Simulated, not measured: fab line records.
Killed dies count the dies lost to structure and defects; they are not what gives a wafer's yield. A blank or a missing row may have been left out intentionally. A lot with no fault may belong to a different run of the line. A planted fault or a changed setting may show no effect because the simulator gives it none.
Problem report, 8D (eight disciplines) form, completed by code | flow n5 finfet | the parts of the form that need people (team, actions taken, sign-off) are left out

== 1. PROBLEM STATEMENT ==
At N5_BEOL_M10_INSPECT_58, raw defect count averages 340 over 2 wafers from 2 lots, while fault-free wafers read 69, standard deviation 24. Measured from the usual mean, that is +11 standard deviations.
The step: inspects for defects (darkfield).
Earliest sighting: wafer L827.1 on defect inspect-02 at day 12 08:34. The record has a number at this step for 18 wafers belonging to 6 lots. By rule, "out" or "out of limits" means more than 4 standard deviations away from the usual mean. All remaining wafers that have a number are taken as sound.

== 2. WHAT IT IS; WHAT IT IS NOT ==
question                    | is                                   | is not
which readings at this step | raw defect count                     | -
which lots                  | L826, L827                           | L821, L839, L840, L841
which wafers of those lots  | L826.4, L827.1                       | L826.1, L826.5, L827.2, L827.6
read on which gauges        | defect inspect-01, defect inspect-02 | -
when                        | from day 12 08:34                    | up to then (5 sound wafers); but 11 sound wafers of L826, L839, L840, L841 came after

== 3. SUSPECTS, AND WHAT RULES EACH OUT ==
Counting: if a tool at a process step up to the reading ran every lot that is out, it stays a suspect. Sound lots after the first of them don't rule it out here, since some wafers of a struck lot are sound.
- the gauge at N5_BEOL_M10_INSPECT_58 has been ruled out. Those wafers that are out were read across 2 gauges (defect inspect-01, defect inspect-02).
- pvd sputter-03 at N5_BEOL_M10_DEGAS_44 (time 60 s): kept. It ran every lot that is out, first L827 (day 12 06:56).
- pvd sputter-03 at N5_BEOL_M10_PRE_CLEAN_45 (time 30 s): kept. It ran every lot that is out, first L827 (day 12 06:58).
- cmp-01 at N5_BEOL_M10_CMP_52 (polishes, stops on SiCOH lowk, t overpolish 7 s, target thk 140 nm): kept. It ran every lot that is out, first L827 (day 12 08:11).
- cmp-01, N5_BEOL_M10_CMP_52: wafers that are out in chamber 0, sound lot-mates in chambers 1, 2, 3.
Still standing after the count: pvd sputter-03 at N5_BEOL_M10_DEGAS_44, pvd sputter-03 at N5_BEOL_M10_PRE_CLEAN_45, cmp-01 at N5_BEOL_M10_CMP_52.

== 4. THE CAUSE (what the simulator had put in) ==
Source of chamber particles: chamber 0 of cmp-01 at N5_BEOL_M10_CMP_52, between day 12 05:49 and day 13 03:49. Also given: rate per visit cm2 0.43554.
Counting leaves 3 suspects; this tool is one of them.

== 5. THE EFFECT CHAIN, in route order ==
Rows list readings where the struck wafers' mean (over those with a number) sits beyond 3 standard deviations from the usual. Only readings whose record carries a usual standard deviation are examined. hours: median over the lots of the time between each lot's start at the first step of this table that gives one and its start at this step. sigmas: the change, counted in usual standard deviations.
hours | step                    | reading              | usual  | on struck wafers | change | sigmas
0     | N5_BEOL_M10_INSPECT_58  | raw defect count     | 69     | 340              | +271   | +11
46    | N5_PASSIVATION_PROBE_49 | defect limited yield | 90.9 % | 70.2             | -20.8  | -14
46    | N5_PASSIVATION_PROBE_49 | killed_at_M4_up      | 14     | 248              | +234   | +45
46    | N5_PASSIVATION_PROBE_49 | killed dies          | 108    | 352              | +244   | +14
46    | N5_PASSIVATION_PROBE_49 | killed on rim        | 14     | 46               | +32    | +7.6
46    | N5_PASSIVATION_PROBE_49 | sort_bin_5_function  | 5.4 %  | 18.8             | +13.3  | +13
46    | N5_PASSIVATION_PROBE_49 | sort_bin_6_memory    | 3.4 %  | 9.7              | +6.2   | +8.8
46    | N5_PASSIVATION_PROBE_49 | sort n pass          | 1072   | 828              | -244   | -14
46    | N5_PASSIVATION_PROBE_49 | sort yield pct       | 90.9 % | 70.2             | -20.8  | -14
The process steps in it:
- N5_PASSIVATION_PROBE_49

== 6. WHAT WOULD HAVE CAUGHT IT SOONER ==
Counted from the fault's start at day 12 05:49, it took 3 hours until the first out-of-limits reading at a measuring or inspecting step in this record, taken at day 12 08:34.
No tool reading at N5_BEOL_M10_CMP_52 that has a usual standard deviation in the record was out on any struck wafer, so an alarm limit of 4 standard deviations on those readings would not have fired.
Of the lots that are out (2), L826 began N5_BEOL_M10_CMP_52 on cmp-01 after day 12 08:34. A tool hold placed at that time would have kept it from harm.
